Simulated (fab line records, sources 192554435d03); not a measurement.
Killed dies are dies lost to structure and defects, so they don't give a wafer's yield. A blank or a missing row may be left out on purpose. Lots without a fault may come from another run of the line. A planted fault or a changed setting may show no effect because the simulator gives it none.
A struck lot beside a sound one | flow n5_finfet | 36 steps out of a route of 1938
Sound: wafers L935.1, L935.5, L935.6. Struck: wafers L939.1, L939.4, L939.5. The cause comes at the end.
At each step with rows: each side's tool, then ch and its chambers, then its first start. Under that, the readings that differ: sound wafers | struck wafers | difference of the means | sigmas: that difference in standard deviations of wafers without a fault.
alike: readings whose means differ by less than 2 such deviations, and words and numbers that are the same on both sides. not compared: withheld readings, readings that some wafer has no value for, bounds like >300 that may hide the same value, and numbers for which the record gives no deviation and whose values overlap.
The two part at a step that has a row with sigmas, a row that says differs or no value, or rows on one side only. Numbers that don't overlap but have no deviation are shown without sigmas and don't part them. A reading that every wafer of one side lacks parts them only if that side has two wafers or more.

first, 9 steps without rows for these wafers: N5_STI_FIN_REVEAL_PRECLEAN_18 (cleans in SC2, time 45 s); N5_STI_FIN_REVEAL_SRD_28 (time 30 s); N5_DUMMY_GATE_PRECLEAN_00 (cleans in O3/DIW, time 60 s); N5_DUMMY_GATE_SRD_01 (time 30 s); N5_DUMMY_GATE_ALD_02 (deposits SiO2, target thk 2 nm, pulse time 1 s); N5_DUMMY_GATE_CVD_03 (deposits a-Si from SiH4, target thk 150 nm, time 8042 s); N5_DUMMY_GATE_PRECLEAN_46 (cleans in DIW, time 89.5 s); N5_DUMMY_GATE_SRD_47 (dry time 32 s); N5_DUMMY_GATE_CMP_04 (polishes a-Si).
N5_DUMMY_GATE_HM_DEP_06: deposits SiNx from DCS/NH3, target thk 80 nm, time 5141 s.
  sound on lpcvd-01 ch 1/15,1/34,1/39, day 3 12:29; struck on lpcvd-01 ch 1/65,1/79,1/84, day 4 11:30
  reading                                        | sound        | struck          | difference | sigmas
  model.SiNx_of_DUMMY_GATE_HM_DEP_06.thk_nm (nm) | 79.8 79 78.8 | 134.6 134 134.2 | +55.1      |
  alike: spike_tc_lower_C, spike_tc_top_C
then, 24 steps without rows for these wafers: N5_DUMMY_GATE_PECVD_30 (deposits SiO2 from TEOS/O2, target thk 55 nm, time 10.8 s); N5_DUMMY_GATE_COAT_34 (time 60 s, resist thk 60 nm); N5_DUMMY_GATE_COAT_35 (time 60 s, resist thk 10 nm); N5_DUMMY_GATE_COAT_28 (time 60 s, resist thk 10 nm); N5_DUMMY_GATE_COAT_09 (resist thk 30 nm); N5_DUMMY_GATE_EBR_11; N5_DUMMY_GATE_SOFTBAKE_10 (time 60 s); N5_DUMMY_GATE_EXPOSE_12 (exposes mask GATE, target cd 25 nm); N5_DUMMY_GATE_PEB_13 (peb time 60 s); N5_DUMMY_GATE_DEVELOP_14 (develop time 30 s); N5_DUMMY_GATE_DESCUM_20 (chemistry O2, time 6.2 s); N5_DUMMY_GATE_ETCH_29 (etches underlayer in N2/H2, target depth 13 nm); N5_DUMMY_GATE_ETCH_36 (etches SiARC in CF4, target depth 13 nm); N5_DUMMY_GATE_ETCH_37 (etches SOC in N2/H2, target depth 60 nm, overetch 30 nm); N5_DUMMY_GATE_STRIP_38 (strips in N2/H2); N5_DUMMY_GATE_STRIP_39 (strips in N2/H2); N5_DUMMY_GATE_TRIM_49 (chemistry O2, time 29 s, target cd 14 nm); N5_DUMMY_GATE_STRIP_40 (strips in CF4); N5_DUMMY_GATE_ETCH_31 (etches SiO2 in C4F6/O2, target depth 82.5 nm, time 27.5 s); N5_DUMMY_GATE_STRIP_41 (strips in O2); N5_DUMMY_GATE_HM_OPEN_21 (chemistry CH3F/O2, target SiNx, target depth 120 nm, time 171.4 s); N5_DUMMY_GATE_ETCH_32 (etches SiO2 in CF4, target depth 3.5 nm, time 3.9 s); N5_DUMMY_GATE_ETCH_23 (etches poly-Si in HBr/Cl2/O2, target depth 41 nm, time 22.3 s); N5_DUMMY_GATE_ETCH_44 (etches poly-Si in HBr/O2, stops on SiO2, target depth 127.5 nm).
N5_ILD0_CMP_03: polishes, stops on SiNx, t overpolish 1.9 s, target thk 197.38 nm.
  sound on cmp-03 ch 1,2, day 4 07:48; struck on cmp-02 ch 0,1, day 5 06:29
  reading                                        | sound          | struck          | difference | sigmas
  motor_current_A (A)                            | 10.8 10.7 11.6 | 14.1 13.2 13.2  | +2.5       | +2
  model.SiNx_of_DUMMY_GATE_HM_DEP_06.thk_nm (nm) | 76.8 76 75.8   | 131.6 130.8 131 | +54.9      |
  alike: overpolish_run_s, retaining_ring_pressure_frac, time_to_endpoint_s
  not compared: pad_life_wafers
-- the record jumps here: 4 days lie between the struck wafers' starts before and after (it left off in module ILD0 and takes up again in module BEOL_M4, whose first step shown is number 1111 of the route) --
N5_BEOL_M4_RC_MEAS_101:
  sound on prober-02 ch 0, day 8 06:16; struck on prober-02 ch 0, day 9 03:50
  reading       | sound          | struck         | difference | sigmas
  ION_P (uA/um) | 449 458 458    | 480 472 478    | +22        | +3
  VT_P (mV)     | -254 -254 -253 | -245 -247 -245 | +8         | +2
  alike: DIBL_N, DIBL_P, IOFF_N, IOFF_P, ION_N, SS_N, SS_P, VT_N

WHERE THEY PART
First at N5_ILD0_CMP_03; last, within this record, at N5_BEOL_M4_RC_MEAS_101.

WHY: what the simulator had put in
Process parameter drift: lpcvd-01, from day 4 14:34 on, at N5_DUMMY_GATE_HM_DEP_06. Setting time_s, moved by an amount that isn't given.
